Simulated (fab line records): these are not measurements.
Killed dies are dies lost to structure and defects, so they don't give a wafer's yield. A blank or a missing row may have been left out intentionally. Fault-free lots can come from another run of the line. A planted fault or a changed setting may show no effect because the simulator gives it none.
Chamber matching | flow n5_finfet | 4 sister chambers for N5_STI_FIN_REVEAL_ALD_14 on ald_sin-01
The step deposits Si3N4, target thk 3 nm. 22 wafers are shown with their chamber, then 11 later ones without.

WAFERS PAIRED WITH THEIR CHAMBERS
wafer  | chamber | heater_power_w (W) | chamber_pressure_Torr (Torr)
L075.1 | 2       | 837                | 2.002
L075.2 | 0       | 656                | 2.001
L075.3 | 1       | 816                | 1.999
L079.3 | 3       | 780                | 2.002
L079.4 | 1       | 834                | 1.997
L079.5 | 2       | 834                | 1.999
L080.2 | 2       | 853                | 2.001
L080.4 | 0       | 652                | 2.000
L080.6 | 3       | 770                | 2.003
L081.2 | 0       | 668                | 1.989
L081.3 | 3       | 770                | 1.991
L081.4 | 1       | 829                | 2.000
L082.2 | 2       | 825                | 1.995
L082.3 | 0       | 690                | 2.007
L082.6 | 1       | 829                | 1.999
L083.1 | 0       | 673                | 1.993
L083.4 | 3       | 766                | 2.002
L083.5 | 3       | 791                | 1.997
L085.2 | 1       | 845                | 1.996
L085.3 | 0       | 657                | 1.998
L085.6 | 3       | 755                | 1.999
L087.1 | 0       | 660                | 1.989

SIGNATURES, as means of the wafers listed above
reading               | chamber 0 | chamber 1 | chamber 2 | chamber 3 | scatter within a chamber
heater_power_w        | 665.14    | 830.60    | 837.25    | 772.00    | 12.1
chamber_pressure_Torr | 1.99671   | 1.99820   | 1.99925   | 1.99900   | 0.00478
Rule: a wafer's distance from a chamber is the root of the sum, over the readings, of the square of ((its reading less the chamber's mean) divided by the reading's scatter). If the next closest chamber is less than 2 further off than the closest, the wafer can't be placed; otherwise it belongs to the closest. The scatter is the square root of a quotient: the sum, over the shown wafers, of each reading's squared deviation from its chamber's mean, divided by wafers minus chambers.

WAFERS WHOSE CHAMBER IS MISSING
wafer  | heater_power_w (W) | chamber_pressure_Torr (Torr)
L087.2 | 777                | 1.998
L087.3 | 832                | 2.006
L093.3 | 857                | 2.003
L093.5 | 838                | 1.999
L093.6 | 823                | 2.004
L094.2 | 786                | 2.005
L094.4 | 666                | 2.003
L094.6 | 847                | 2.004
L095.1 | 756                | 1.997
L095.2 | 851                | 2.000
L095.4 | 838                | 1.995

EACH ONE'S CHAMBER
wafer  | from the rows above     | in truth
L087.2 | 3                       | 3
L087.3 | can't be placed: 2 or 1 | 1
L093.3 | can't be placed: 2 or 1 | 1
L093.5 | can't be placed: 2 or 1 | 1
L093.6 | can't be placed: 1 or 2 | 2
L094.2 | 3                       | 3
L094.4 | 0                       | 0
L094.6 | can't be placed: 2 or 1 | 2
L095.1 | 3                       | 3
L095.2 | can't be placed: 2 or 1 | 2
L095.4 | can't be placed: 2 or 1 | 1
Correct placement for 4 of the 11. Not placeable from these rows: 7 (in 7, the candidates include the true chamber). Number placed wrongly: 0.
